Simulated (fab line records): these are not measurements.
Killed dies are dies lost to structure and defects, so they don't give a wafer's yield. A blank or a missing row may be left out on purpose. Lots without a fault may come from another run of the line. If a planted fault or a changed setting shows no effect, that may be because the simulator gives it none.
Code-filled problem report in 8D (eight disciplines) form | flow nandHarc | the parts of the form that need people (team, actions taken, sign-off) are left out

## 1. PROBLEM STATEMENT
Wafers with no fault read 58 with a standard deviation of 16, whereas rawDefectCount at NHARC_A_CHANNEL_HOLE_D1_INSPECT_40 reads a mean of 293 on 1 wafer of 1 lot. Relative to the usual mean, that is a shift of +15 standard deviations.
Seen first at day 9 22:47 on defectInspect-01, wafer L219.6. Wafers with a number at this step in the record: 33, from 11 lots. Rule for "out" (also "out of limits"): further than 4 standard deviations from the usual mean. The other wafers with a number count as sound.

## 2. WHAT THIS IS AND IS NOT
question                    | is               | is not
which readings at this step | rawDefectCount   | -
which lots                  | L219             | L213, L214, L216, L227, L229, L230, L231, L232, L234, L235
which wafers of those lots  | L219.6           | L219.2, L219.5
read on which gauges        | defectInspect-01 | defectInspect-02
when                        | from day 9 22:47 | up to then (11 sound wafers); but 21 sound wafers of L227, L229, L230, L231, L232, L234, L235 came after

## 3. SUSPECTS, AND WHAT RULES EACH OUT
Counting: a tool at a process step up to the reading stays a suspect if it ran every lot that is out. Sound lots after the first of them don't rule it out here, since some wafers of a struck lot are sound.
- the gauge at NHARC_A_CHANNEL_HOLE_D1_INSPECT_40 is ruled out. All the wafers that are out were read on defectInspect-01, but those of them that NHARC_END_SORT_01 has rows for are out there too, on other tools.
- rieDiel-11 at NHARC_A_CHANNEL_HOLE_D1_ETCH_16 (etches the open film in O2/COS, target depth 3100 nm, time 806 s): kept. It ran the lot that is out, L219 (day 9 18:02). NHARC_A_CHANNEL_HOLE_D1_ETCH_16 gives no start for some lots, so the hours and the order of its lots are those of NHARC_A_CHANNEL_HOLE_D1_ETCH_22.
- harEtch-01 at NHARC_A_CHANNEL_HOLE_D1_ETCH_22 (etches the open film in C4F8/O2/Ar, time 666.7 s, target depth 1600 nm): kept. L219, the lot that is out, went through it at day 9 18:02; up to then, the latest sound lot through it was L216 at day 9 04:31.
- harEtch-01 at NHARC_A_CHANNEL_HOLE_D1_ETCH_33 (etches the open film in C4F8/O2/Ar, time 90 s, target depth 400 nm): kept. L219, the lot that is out, went through it at day 9 21:05; up to then, the latest sound lot through it was L216 at day 9 07:33.
- wetBench-09 at NHARC_A_CHANNEL_HOLE_D1_PRECLEAN_28 (cleans in SC1): kept. It ran the lot that is out, L219 (day 9 22:28).
- In rieDiel-11 at NHARC_A_CHANNEL_HOLE_D1_ETCH_16, the wafers that are out were processed in chamber 3 and their sound lot-mates in chambers 0, 2.
- The sound lot-mates ran in chamber 1 of harEtch-01 at NHARC_A_CHANNEL_HOLE_D1_ETCH_22, but the wafers that are out ran in chamber 0.
- The sound lot-mates ran in chamber 1 of harEtch-01 at NHARC_A_CHANNEL_HOLE_D1_ETCH_33, but the wafers that are out ran in chamber 0.
- In wetBench-09 at NHARC_A_CHANNEL_HOLE_D1_PRECLEAN_28, the wafers that are out were processed in chamber 4 and their sound lot-mates in chambers 3, 5.
Left after counting: rieDiel-11 at NHARC_A_CHANNEL_HOLE_D1_ETCH_16, harEtch-01 at NHARC_A_CHANNEL_HOLE_D1_ETCH_22, harEtch-01 at NHARC_A_CHANNEL_HOLE_D1_ETCH_33, wetBench-09 at NHARC_A_CHANNEL_HOLE_D1_PRECLEAN_28.

## 4. THE CAUSE (what the simulator had put in)
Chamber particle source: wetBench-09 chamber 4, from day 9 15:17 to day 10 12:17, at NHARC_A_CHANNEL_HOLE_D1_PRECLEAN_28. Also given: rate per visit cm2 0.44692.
4 suspects survive the count, and this tool is in that group.

## 5. THE CHAIN OF EFFECTS, in route order
Each row: a reading where the mean over the struck wafers with a number is more than 3 standard deviations away from the usual. Only readings whose record carries a usual standard deviation are examined. hours: median over the lots of the time between each lot's start at the first step of this table that gives one and its start at this step. sigmas: the change, counted in usual standard deviations.
hours | step                               | reading        | usual | on struck wafers | change | sigmas
0     | NHARC_A_CHANNEL_HOLE_D1_INSPECT_40 | rawDefectCount | 58    | 293              | +235   | +15
256   | NHARC_END_SORT_01                  | killedAtArray  | 28    | 102              | +74    | +6.7
256   | NHARC_END_SORT_01                  | killedDies     | 32    | 105              | +73    | +6.6

## 6. HOW IT WOULD HAVE BEEN CAUGHT EARLIER
The first out-of-limits reading at a measuring or inspecting step in this record came at day 9 22:47, 8 hours after the fault's start at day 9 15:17.
No tool reading at NHARC_A_CHANNEL_HOLE_D1_PRECLEAN_28 that has a usual standard deviation in the record was out on any struck wafer, so an alarm limit of 4 standard deviations on those readings would not have fired.
By day 9 22:47 the whole set of lots that are out, 1 in number, had already begun NHARC_A_CHANNEL_HOLE_D1_PRECLEAN_28 on wetBench-09. Tool hold at that time: it would have spared none of them.
